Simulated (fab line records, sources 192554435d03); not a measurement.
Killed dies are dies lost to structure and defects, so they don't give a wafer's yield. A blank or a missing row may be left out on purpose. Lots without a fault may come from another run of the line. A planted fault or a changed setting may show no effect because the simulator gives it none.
fab line records | flow n5_finfet
record lots=6 wafers=18 last_day=18
route steps=1938 shown BEOL_M7@1293 PASSIVATION@1936
lots that met no fault: from a run of the same line without faults
start_h: hours from the record's first day to the start of the lot's first wafer shown | wait_h: hours since the lot's step before | " the same as in the row above | L1.1+2: a row that stands for several wafers | - no value, or no start given | * or withheld: withheld | < > ~ a bound
route shown NAME@n: a module of which the file shows steps, and the number in the route of the first | usual: mean/standard deviation of fault-free wafers | same: alike in all rows | chamber/n: place in a boat | sites: the reading at each site | _std_site: their standard deviation | _edge_site: outer sites' mean less inner sites' | radius_mm: how far each site lies from the wafer's centre | mask NAME#n: copy n | behind: the tool/chamber that last shaped the wafer | hold: why the lot was held/for how many hours/how that ended | device: the transistor (n, p or np) that didn't switch | end of line: the same wafers' tests at the end of the route | a step without rows: its recipe alone | killed: dies lost to structure and defects at the first sort, not the wafer's yield | map: a wafer's dies, x killed, . not, _ none there
set.NAME: the setting as run; set.NAME@STEP: as run at that earlier step | model.NAME: the simulator's own value behind a step, which no gauge read
lots at some steps of the route; a table a step, a row a wafer
services: from which hour (start_h, from the record's first day; less than 0 if before it) a tool's chamber was out of use, for how many hours, and why
## steps
# step N5_BEOL_M7_EXPOSE_25
# recipe mask_id=V6 na=0.33 source_shape=annular sigma_inner=0.4 sigma_outer=0.8 polarization=unpolarized target_cd_nm=40 dose_mj=42.5
# step N5_BEOL_M7_PEB_26
# recipe peb_temp_c=100 peb_time_s=60 resist=CAR-EUV
# step N5_BEOL_M7_DEVELOP_27
# recipe develop_time_s=30 developer=TMAH resist=CAR-EUV rinse_liquid=surfactant_rinse dry=air_spin dev_temp_c=23
# step N5_BEOL_M7_CD_MEAS_28
# recipe target_cd_nm=40 landing_energy_ev=500 detector=se_inlens
# usual cd_nm=40.12/0.23
# columns lot.wafer tool chamber start_h wait_h cd_nm
L213.1 cd_sem-02 0 184.84 - 40.44
L213.3 " 0 " " 40.90
L213.5 " 0 " " 40.19
L215.2 cd_sem-01 0 211.89 - 39.78
L215.3 " 0 " " 40.47
L215.5 " 0 " " 40.27
L218.2 cd_sem-03 0 224.53 - 40.50
L218.4 " 0 " " 40.56
L218.5 " 0 " " 40.17
L222.1 cd_sem-02 0 244.15 - 39.95
L222.5 " 0 " " 39.61
L222.6 " 0 " " 40.19
L228.1 cd_sem-02 0 294.49 - 40.24
L228.2 " 0 " " 40.10
L228.5 " 0 " " 40.13
L234.2 cd_sem-02 0 344.30 - 40.09
L234.3 " 0 " " 39.97
L234.6 " 0 " " 39.82
# step N5_BEOL_M7_OVL_MEAS_29
# recipe points_per_wafer=522
# usual V6_OVL=0.1/0.67
# columns lot.wafer tool chamber start_h wait_h V6_OVL[nm]
L213.1 overlay-02 0 184.87 0.0 0.8
L213.3 " 0 " " 1.6
L213.5 " 0 " " 0.4
L215.2 overlay-02 0 211.93 0.0 -1.4
L215.3 " 0 " " 0.9
L215.5 " 0 " " 0.2
L218.2 overlay-02 0 224.56 0.0 0.3
L218.4 " 0 " " -0.2
L218.5 " 0 " " 0.5
L222.1 overlay-01 0 244.18 0.0 -1.1
L222.5 " 0 " " -0.7
L222.6 " 0 " " -0.7
L228.1 overlay-02 0 294.52 0.0 1.7
L228.2 " 0 " " 0.8
L228.5 " 0 " " 0.3
L234.2 overlay-02 0 344.33 0.0 0.7
L234.3 " 0 " " 0.6
L234.6 " 0 " " 0.7
# step N5_BEOL_M7_INSPECT_30
# recipe mode=adi inspect_instrument=brightfield
# usual raw_defect_count=399/96
# columns lot.wafer tool chamber start_h wait_h raw_defect_count
L213.1 defect_inspect-01 - 184.93 0.1 284
L213.3 " - " " 342
L213.5 " - " " 378
L215.2 defect_inspect-02 - 211.98 0.0 295
L215.3 " - " " 342
L215.5 " - " " 330
L218.2 defect_inspect-02 - 224.62 0.0 362
L218.4 " - " " 393
L218.5 " - " " 360
L222.1 defect_inspect-02 - 244.24 0.1 404
L222.5 " - " " 293
L222.6 " - " " 467
L228.1 defect_inspect-02 - 294.57 0.1 393
L228.2 " - " " 361
L228.5 " - " " 422
L234.2 defect_inspect-02 - 344.38 0.0 383
L234.3 " - " " 406
L234.6 " - " " 409
# step N5_BEOL_M7_DESCUM_33
# recipe chemistry=O2 time_s=7 source_power_w=50 bias_power_w=20 pressure_mtorr=20 rf_frequency_hz=2.712e+07 temp_c=40 resist=CAR-EUV o2_flow_sccm=225
# usual drypump_motor_current_A=5.7/0.46 o2_flow_sccm=225.1/0.69 oes_product_au=0.79/0.1 rf_vpp_V=243.3/1.4 showerhead_plenum_p_Torr=2.10/0.073 throttle_valve_pct=20.54/0.27
# columns lot.wafer tool chamber start_h wait_h drypump_motor_current_A o2_flow_sccm oes_product_au rf_hours_counter_h rf_vpp_V showerhead_plenum_p_Torr throttle_valve_pct
L213.1 rie_diel-03 3 184.97 0.0 5.0 225.3 0.73 200 242.0 2.07 20.60
L213.3 " 2 " " 5.3 225.1 0.71 230 244.2 2.14 20.67
L213.5 " 2 " " 5.2 225.7 0.71 - 244.3 2.15 20.67
L215.2 rie_diel-03 2 212.21 0.2 5.3 224.4 0.70 239 245.3 2.14 20.70
L215.3 " 1 " " 5.7 225.4 0.74 192 242.1 2.02 20.83
L215.5 " 2 " " 5.3 224.9 0.70 - 244.2 2.14 20.71
L218.2 rie_diel-03 1 224.65 0.0 5.7 224.9 0.74 197 241.6 2.01 20.85
L218.4 " 3 " " 5.1 225.1 0.73 213 242.5 2.07 20.62
L218.5 " 2 " " 5.3 226.3 0.70 - 243.9 2.14 20.71
L222.1 rie_diel-03 3 244.43 0.2 5.1 225.7 0.71 220 242.5 2.07 20.63
L222.5 " 1 " " 5.7 225.5 0.74 - 242.9 2.01 20.87
L222.6 " 3 " " 5.0 225.2 0.72 - 242.0 2.07 20.61
L228.1 rie_diel-01 3 294.72 0.1 6.6 223.6 0.71 208 244.7 2.17 20.75
L228.2 " 2 " " 5.7 225.0 0.96 8 243.7 2.08 20.66
L228.5 " 2 " " 5.7 225.8 0.96 - 244.2 2.08 20.65
L234.2 rie_diel-02 2 344.50 0.1 5.6 225.7 0.96 3 245.8 2.25 20.11
L234.3 " 1 " " 6.2 225.6 0.69 239 244.5 2.05 20.30
L234.6 " 3 " " 5.6 223.8 0.82 - 244.2 2.23 20.48
# step N5_BEOL_M7_ETCH_72
# recipe chemistry=N2/H2 target=underlayer target_depth_a=65 mask_material=CAR-EUV time_s=5.2 ion_energy_ev=200 pressure_mtorr=30 source_w=840 bias_w=150 n2_flow_sccm=200 h2_flow_sccm=200 ends=cleared
# usual drypump_motor_current_A=5.7/0.46 etch_rf_on_time_s=5.16/0.12 n2_flow_sccm=200.0/0.56 oes_product_au=0.67/0.086 rf_fwd_power_W=819.4/2.6 rf_vpp_V=524.0/2.9 showerhead_plenum_p_Torr=2.54/0.085 throttle_valve_pct=17.9/0.31
# columns lot.wafer tool chamber start_h wait_h drypump_motor_current_A etch_rf_on_time_s n2_flow_sccm oes_product_au rf_fwd_power_W rf_hours_counter_h rf_vpp_V showerhead_plenum_p_Torr throttle_valve_pct
L213.1 rie_diel-03 3 185.00 0.0 5.1 5.04 200.4 0.62 820.0 200 524.6 2.53 18.1
L213.3 " 2 " " 5.3 5.11 199.9 0.60 822.2 230 525.3 2.59 18.0
L213.5 " 2 " " 5.3 5.08 200.6 0.60 821.2 - 525.3 2.59 18.0
L215.2 rie_diel-03 2 212.24 0.0 5.3 5.08 199.7 0.60 820.1 239 525.5 2.59 18.0
L215.3 " 1 " " 5.7 5.13 200.9 0.63 823.3 192 520.7 2.44 18.2
L215.5 " 2 " " 5.3 5.08 199.2 0.59 821.5 - 525.3 2.59 18.0
L218.2 rie_diel-03 1 224.69 0.0 5.7 5.12 200.8 0.63 815.5 197 522.4 2.44 18.2
L218.4 " 3 " " 5.1 5.08 199.7 0.62 815.4 213 523.6 2.53 18.1
L218.5 " 2 " " 5.3 5.15 200.8 0.59 815.5 - 527.7 2.59 18.0
L222.1 rie_diel-03 3 244.47 0.0 5.1 5.05 199.9 0.61 822.7 220 522.7 2.52 18.2
L222.5 " 1 " " 5.7 4.99 200.0 0.64 813.8 - 521.6 2.43 18.3
L222.6 " 3 " " 5.1 5.02 200.2 0.62 819.6 - 524.3 2.52 18.2
L228.1 rie_diel-01 3 294.76 0.0 6.6 5.10 199.9 0.60 813.7 208 525.8 2.63 18.3
L228.2 " 2 " " 5.7 5.13 199.1 0.81 820.6 8 519.4 2.47 17.8
L228.5 " 2 " " 5.7 5.05 199.0 0.83 820.8 - 523.9 2.47 17.8
L234.2 rie_diel-02 2 344.54 0.0 5.6 5.15 199.3 0.82 819.2 3 530.0 2.71 17.5
L234.3 " 1 " " 6.2 5.22 200.1 0.59 822.5 239 524.7 2.51 18.0
L234.6 " 3 " " 5.5 5.26 200.0 0.69 815.7 - 529.9 2.64 17.5
# step N5_BEOL_M7_ETCH_65
# recipe chemistry=CF4 target=SiARC target_depth_a=156 mask_material=CAR-EUV time_s=26 ion_energy_ev=80 pressure_mtorr=40 source_w=545 bias_w=36 Ar_flow_sccm=100 cf4_flow_sccm=100 ends=cleared
# usual drypump_motor_current_A=5.7/0.46 etch_rf_on_time_s=25.8/0.67 oes_product_au=0.67/0.087 rf_fwd_power_W=532.0/2 rf_vpp_V=184.2/1.2 showerhead_plenum_p_Torr=2.14/0.072 throttle_valve_pct=15.68/0.25
# columns lot.wafer tool chamber start_h wait_h drypump_motor_current_A etch_rf_on_time_s oes_product_au rf_fwd_power_W rf_hours_counter_h rf_vpp_V showerhead_plenum_p_Torr throttle_valve_pct
L213.1 rie_diel-03 3 185.02 0.0 5.1 24.9 0.63 529.1 200 183.3 2.11 15.81
L213.3 " 2 " " 5.3 25.0 0.61 533.7 230 184.0 2.20 15.87
L213.5 " 2 " " 5.3 25.3 0.60 531.5 - 185.9 2.20 15.88
L215.2 rie_diel-03 2 212.26 0.0 5.2 25.4 0.60 533.3 239 184.8 2.20 15.89
L215.3 " 1 " " 5.7 25.8 0.63 532.1 192 183.6 2.04 15.82
L215.5 " 2 " " 5.3 25.4 0.61 532.0 - 184.2 2.20 15.90
L218.2 rie_diel-03 1 224.70 0.0 5.7 25.0 0.64 531.3 197 182.2 2.04 15.84
L218.4 " 3 " " 5.1 25.4 0.62 532.0 213 184.6 2.11 15.82
L218.5 " 2 " " 5.3 25.3 0.60 531.9 - 185.9 2.20 15.91
L222.1 rie_diel-03 3 244.49 0.0 5.1 24.7 0.62 531.3 220 184.2 2.11 15.83
L222.5 " 1 " " 5.7 25.2 0.64 534.4 - 182.6 2.04 15.83
L222.6 " 3 " " 5.1 25.1 0.62 532.4 - 184.6 2.11 15.82
L228.1 rie_diel-01 3 294.78 0.0 6.6 26.3 0.60 530.1 208 186.4 2.20 15.89
L228.2 " 2 " " 5.7 25.5 0.83 531.3 8 182.8 2.10 15.63
L228.5 " 2 " " 5.7 25.7 0.82 530.4 - 183.6 2.10 15.61
L234.2 rie_diel-02 2 344.55 0.0 5.6 25.8 0.81 531.9 3 184.9 2.27 15.18
L234.3 " 1 " " 6.3 26.2 0.59 535.3 239 183.3 2.11 15.66
L234.6 " 3 " " 5.5 26.5 0.69 533.1 - 185.3 2.24 15.36
# step N5_BEOL_M7_ETCH_66
# recipe chemistry=N2/H2 target=SOC target_depth_a=800 overetch_a=160 mask_material=SiARC temp_c=40 time_s=120 ion_energy_ev=200 pressure_mtorr=30 source_w=840 bias_w=150 n2_flow_sccm=200 h2_flow_sccm=200
# usual drypump_motor_current_A=5.7/0.46 n2_flow_sccm=200.0/0.65 oes_product_au=0.60/0.075 rf_fwd_power_W=835.8/2.7 rf_vpp_V=523.9/2.7 showerhead_plenum_p_Torr=2.54/0.085 throttle_valve_pct=17.9/0.3
# columns lot.wafer tool chamber start_h wait_h drypump_motor_current_A n2_flow_sccm oes_product_au rf_fwd_power_W rf_hours_counter_h rf_vpp_V showerhead_plenum_p_Torr throttle_valve_pct
L213.1 rie_diel-03 3 185.05 0.0 5.1 200.0 0.56 838.0 200 523.5 2.53 18.1
L213.3 " 2 " " 5.3 199.9 0.53 834.5 230 526.3 2.59 18.0
L213.5 " 2 " " 5.3 199.2 0.53 835.0 - 526.0 2.59 17.9
L215.2 rie_diel-03 2 212.29 0.0 5.3 199.8 0.53 840.2 239 524.6 2.59 17.9
L215.3 " 1 " " 5.7 199.9 0.57 831.2 192 521.2 2.44 18.2
L215.5 " 2 " " 5.3 200.2 0.53 836.1 - 526.5 2.59 17.9
L218.2 rie_diel-03 1 224.73 0.0 5.7 199.8 0.56 832.1 197 520.6 2.44 18.2
L218.4 " 3 " " 5.1 199.5 0.54 838.8 213 524.8 2.53 18.1
L218.5 " 2 " " 5.3 199.4 0.52 831.2 - 526.5 2.59 18.0
L222.1 rie_diel-03 3 244.51 0.0 5.0 201.0 0.55 831.3 220 523.1 2.52 18.1
L222.5 " 1 " " 5.7 199.0 0.56 834.6 - 519.2 2.43 18.2
L222.6 " 3 " " 5.0 201.0 0.55 832.6 - 523.0 2.53 18.1
L228.1 rie_diel-01 3 294.80 0.0 6.6 200.1 0.54 833.7 208 527.6 2.63 18.2
L228.2 " 2 " " 5.7 199.9 0.74 834.1 8 522.0 2.47 17.7
L228.5 " 2 " " 5.7 199.9 0.74 833.5 - 522.5 2.47 17.7
L234.2 rie_diel-02 2 344.58 0.0 5.6 200.8 0.73 832.8 3 530.0 2.71 17.4
L234.3 " 1 " " 6.3 200.8 0.54 840.4 239 522.7 2.51 17.9
L234.6 " 3 " " 5.6 200.3 0.63 836.4 - 527.7 2.64 17.5
# step N5_BEOL_M7_STRIP_69
# recipe chemistry=N2/H2 temp_c=40 n2_flow_sccm=200 h2_flow_sccm=200 rf_frequency_hz=6e+07
# step N5_BEOL_M7_STRIP_73
# recipe chemistry=N2/H2 temp_c=40 n2_flow_sccm=200 h2_flow_sccm=200 rf_frequency_hz=6e+07
# step N5_BEOL_M7_VIA_ETCH_34
# recipe chemistry=C4F6/O2 target=SiCOH_lowk target_depth_a=1255 mask_material=SOC taper_deg=4 time_s=50.5 ion_energy_ev=250 pressure_mtorr=30 source_w=345 bias_w=185 Ar_flow_sccm=300 C4F6_flow_sccm=10 O2_flow_sccm=10
# usual drypump_motor_current_A=5.7/0.46 oes_ar_750_au=0.78/0.099 oes_product_au=0.78/0.099 rf_fwd_power_W=341.7/1.2 rf_vpp_V=668/24 showerhead_plenum_p_Torr=2.85/0.11 throttle_valve_pct=20.97/0.27
# columns lot.wafer tool chamber start_h wait_h drypump_motor_current_A oes_ar_750_au oes_product_au rf_fwd_power_W rf_hours_counter_h rf_vpp_V showerhead_plenum_p_Torr throttle_valve_pct model.etch.depth_nm model.SOC_of_BEOL_M7_COAT_63.thk_nm
L213.1 rie_diel-03 3 185.15 0.0 5.1 0.74 0.74 339.3 200 673 2.78 20.86 128.2 53.4
L213.3 " 2 " " 5.3 0.70 0.71 341.9 230 646 2.93 21.19 127.9 53.6
L213.5 " 2 " " 5.3 0.71 0.70 341.4 - 645 2.93 21.22 127.1 53.6
L215.2 rie_diel-03 2 212.39 0.0 5.3 0.71 0.69 341.5 239 646 2.93 21.22 125.8 54
L215.3 " 1 " " 5.7 0.74 0.73 340.3 192 657 2.72 21.11 125.7 53.8
L215.5 " 2 " " 5.3 0.70 0.70 342.6 - 643 2.93 21.22 126.4 53.8
L218.2 rie_diel-03 1 224.83 0.0 5.7 0.63 0.69 257.2 197 758 2.71 21.11 116.3 54.2
L218.4 " 3 " " 5.0 0.62 0.68 257.2 213 776 2.78 20.87 116.5 54.2
L218.5 " 2 " " 5.3 0.60 0.65 258.7 - 743 2.93 21.21 115.5 54.2
L222.1 rie_diel-03 3 244.61 0.0 5.1 0.62 0.68 258.7 220 775 2.77 20.87 115.1 54.4
L222.5 " 1 " " 5.7 0.63 0.69 257.5 - 758 2.71 21.11 115.3 54.4
L222.6 " 3 " " 5.1 0.61 0.67 259.5 - 775 2.77 20.88 115.5 54.6
L228.1 rie_diel-01 3 294.90 0.0 6.6 0.69 0.71 340.3 208 718 2.95 21.22 127.3 54.4
L228.2 " 2 " " 5.7 0.96 0.98 340.5 8 702 2.79 20.95 129.1 54
L228.5 " 2 " " 5.7 0.95 0.96 342.0 - 702 2.79 20.93 127.4 54.4
L234.2 rie_diel-02 2 344.68 0.0 5.6 0.95 0.95 342.2 3 689 3.00 20.35 125.3 54.2
L234.3 " 1 " " 6.2 0.69 0.69 342.9 239 663 2.84 21.03 124 54.6
L234.6 " 3 " " 5.5 0.81 0.81 342.0 - 646 3.01 20.89 124.1 54.2
# step N5_BEOL_M7_STRIP_76
# recipe chemistry=C4F6/O2 resist=SiARC rf_frequency_hz=6e+07
# step N5_PASSIVATION_PROBE_49
# usual defect_limited_yield=91.1/1.5 killed_at_M0_to_M3=37/11 killed_at_M4_up=13/5.6 killed_at_contacts=12/5.6 killed_at_front_end=39/11 killed_at_other=4/3.1 killed_dies=105/18 killed_open=69/13 killed_short=35/7.4 sort_bin_5_function=5.1/0.92 sort_bin_6_memory=3.4/0.76 sort_bin_8_speed=0.02/0.11 sort_n_pass=1075/18 sort_yield_pct=91.1/1.5
# same gross_dies=1180 killed_at_back_side=0 sort_bin_4_leakage[%]=0
# columns lot.wafer tool chamber start_h wait_h defect_limited_yield[%] killed_at_M0_to_M3 killed_at_M4_up killed_at_contacts killed_at_front_end killed_at_other killed_dies killed_open killed_short sort_bin_5_function[%] sort_bin_6_memory[%] sort_bin_8_speed[%] sort_n_pass sort_yield_pct[%]
L215.2 prober-01 - 296.96 0.7 91.4 20 12 18 44 7 101 60 38 5.4 2.8 0 1079 91.4
L215.3 prober-01 - 297.01 0.8 91.0 37 6 9 49 5 106 73 33 5.8 2.8 0 1074 91.0
L215.5 prober-01 - 297.11 0.9 91.0 26 16 12 46 6 106 59 39 5.7 2.5 0 1074 91.0
L218.2 prober-01 - 301.77 0.1 92.0 35 11 2 37 9 94 54 40 4.3 3.2 0 1086 92.0
L218.4 prober-01 - 301.87 0.2 90.6 30 6 7 52 16 111 70 41 5.1 4.2 0 1069 90.6
L218.5 prober-01 - 301.92 0.2 91.1 36 18 8 34 9 105 62 42 5.5 3.2 0 1075 91.1
L228.1 prober-02 - 390.19 0.0 92.2 29 7 14 39 3 92 57 27 4.3 2.5 0 1088 92.2
L228.2 prober-02 - 390.24 0.1 92.3 36 23 6 24 2 91 59 29 4.7 2.8 0 1089 92.3
L228.5 prober-02 - 390.39 0.2 90.8 39 9 15 44 1 108 70 35 5.5 2.9 0 1072 90.8
# killed by level:class
L215.2 MOL_CONTACT_COAG:geometric_particle:open=16 GATE_CUT:geometric_particle:short=8 GATE_CUT:geometric_particle:open=7 FIN_SAQP:geometric_particle:short=6 STI_FIN_REVEAL:geometric_particle:open=6 FIN_SAQP:geometric_particle:open=4 BEOL_M1:geometric_particle:short=4 BEOL_M1:geometric_particle:open=4
L215.3 STI_FIN_REVEAL:geometric_particle:open=18 BEOL_M1:geometric_particle:open=12 BEOL_M2:geometric_particle:open=9 GATE_CUT:geometric_particle:short=8 MOL_CONTACT_COAG:geometric_particle:open=6 STI_FIN_REVEAL:geometric_particle:short=4 DUMMY_GATE:geometric_particle:open=4 BEOL_M1:geometric_particle:short=4
L215.5 FIN_SAQP:geometric_particle:short=14 MOL_CONTACT_COAG:geometric_particle:open=9 BEOL_M4:geometric_particle:open=8 HKMG_FIN:area_etch=8 GATE_CUT:geometric_particle:short=7 BEOL_M3:geometric_particle:open=6 FIN_SAQP:geometric_particle:open=5 BEOL_M1:geometric_particle:open=4
L218.2 FIN_SAQP:geometric_particle:short=11 BEOL_M2:geometric_particle:open=10 STI_FIN_REVEAL:geometric_particle:open=9 BEOL_M0_SAQP:geometric_particle:short=7 BEOL_M0_SAQP:geometric_particle:open=5 BEOL_M3:geometric_particle:open=5 MIM_TOP_ETCH:geometric_particle:short=5 FIN_SAQP:geometric_particle:open=4
L218.4 FIN_SAQP:geometric_particle:short=17 FIN_SAQP:geometric_particle:open=12 STI_FIN_REVEAL:geometric_particle:open=9 BEOL_M0_SAQP:geometric_particle:open=8 MIM_TOP_ETCH:geometric_particle:short=8 DUMMY_GATE:geometric_particle:open=5 MOL_CONTACT_COAG:geometric_particle:open=5 BEOL_M1:geometric_particle:open=5
L218.5 FIN_SAQP:geometric_particle:short=10 BEOL_M0_SAQP:geometric_particle:short=10 FIN_SAQP:geometric_particle:open=9 BEOL_M2:geometric_particle:open=7 MOL_CONTACT_COAG:geometric_particle:open=6 ILD0:geometric_particle:short=5 BEOL_M0_SAQP:geometric_particle:open=5 STI_FIN_REVEAL:geometric_particle:open=4
L228.1 MOL_CONTACT_COAG:geometric_particle:open=10 STI_FIN_REVEAL:geometric_particle:open=8 HKMG_FIN:area_etch=8 FIN_SAQP:geometric_particle:open=7 BEOL_M0_SAQP:geometric_particle:open=6 FIN_SAQP:geometric_particle:short=5 BEOL_M0_SAQP:geometric_particle:short=5 BEOL_M2:geometric_particle:open=5
L228.2 BEOL_M0_SAQP:geometric_particle:short=10 BEOL_M4:geometric_particle:open=8 BEOL_M0_SAQP:geometric_particle:open=6 BEOL_M3:geometric_particle:open=6 BEOL_M5:geometric_particle:open=6 MOL_CONTACT_COAG:geometric_particle:open=5 STARTING-WAFER:geometric_particle:open=5 BEOL_M0:geometric_particle:short=4
L228.5 BEOL_M2:geometric_particle:open=12 MOL_CONTACT_COAG:geometric_particle:open=11 STI_FIN_REVEAL:geometric_particle:open=9 BEOL_M3:geometric_particle:open=8 FIN_SAQP:geometric_particle:open=6 FIN_SAQP:geometric_particle:short=6 BEOL_M0_SAQP:geometric_particle:short=5 BEOL_M0_SAQP:geometric_particle:open=5
## services
# columns tool chamber start_h hours kind
rie_diel-02 - 204.96 14.6 pm
rie_diel-01 3 218.89 5.0 repair
rie_diel-02 0 225.17 5.2 repair
rie_diel-01 2 237.75 12.4 repair
rie_diel-03 2 244.14 - clean
rie_diel-03 2 244.14 - consumable_replace:focus_ring
rie_diel-03 2 244.14 16.8 scheduled_down
rie_diel-03 2 244.14 16.8 vent_cycle
rie_diel-01 2 250.55 - clean
rie_diel-01 2 250.55 - consumable_replace:focus_ring
rie_diel-01 2 250.55 18.5 scheduled_down
rie_diel-01 2 250.55 18.5 vent_cycle
rie_diel-01 1 269.04 - clean
rie_diel-01 1 269.04 - consumable_replace:focus_ring
rie_diel-01 1 269.04 - consumable_replace:showerhead
rie_diel-01 1 269.04 21.5 scheduled_down
rie_diel-01 1 269.04 21.5 vent_cycle
rie_diel-03 0 270.19 - clean
rie_diel-03 0 270.19 - consumable_replace:focus_ring
rie_diel-02 2 301.04 12.7 repair
rie_diel-02 2 313.75 - clean
rie_diel-02 2 313.75 - consumable_replace:focus_ring
rie_diel-01 1 326.94 2.6 repair
rie_diel-02 1 334.58 3.1 repair
## key
first_sign step=N5_BEOL_M7_VIA_ETCH_34 reading=rf_fwd_power_W direction=down sigmas=70 usual=* struck=*
effect step=N5_BEOL_M7_VIA_ETCH_34 reading=rf_vpp_V direction=up sigmas=4 usual=668 struck=764
model_effect step=N5_BEOL_M7_VIA_ETCH_34 value=etch.depth_nm without=128.6 struck=115.7
met_at N5_BEOL_M7_VIA_ETCH_34
struck_wafers L218.2,L218.4,L218.5,L222.1,L222.5,L222.6
rows_end L222.1,L222.5,L222.6
onset_between 212.39 224.83
fault kind=process_parameter_drift tool=rie_diel-03 chamber=- onset_h=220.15 steps=N5_BEOL_M7_VIA_ETCH_34 channel=source_w offset=-82.8 shape=step acts_in=these_recipes_only stated=345
# rows_end: these wafers met a further fault down the route, and their rows from its step on are left out
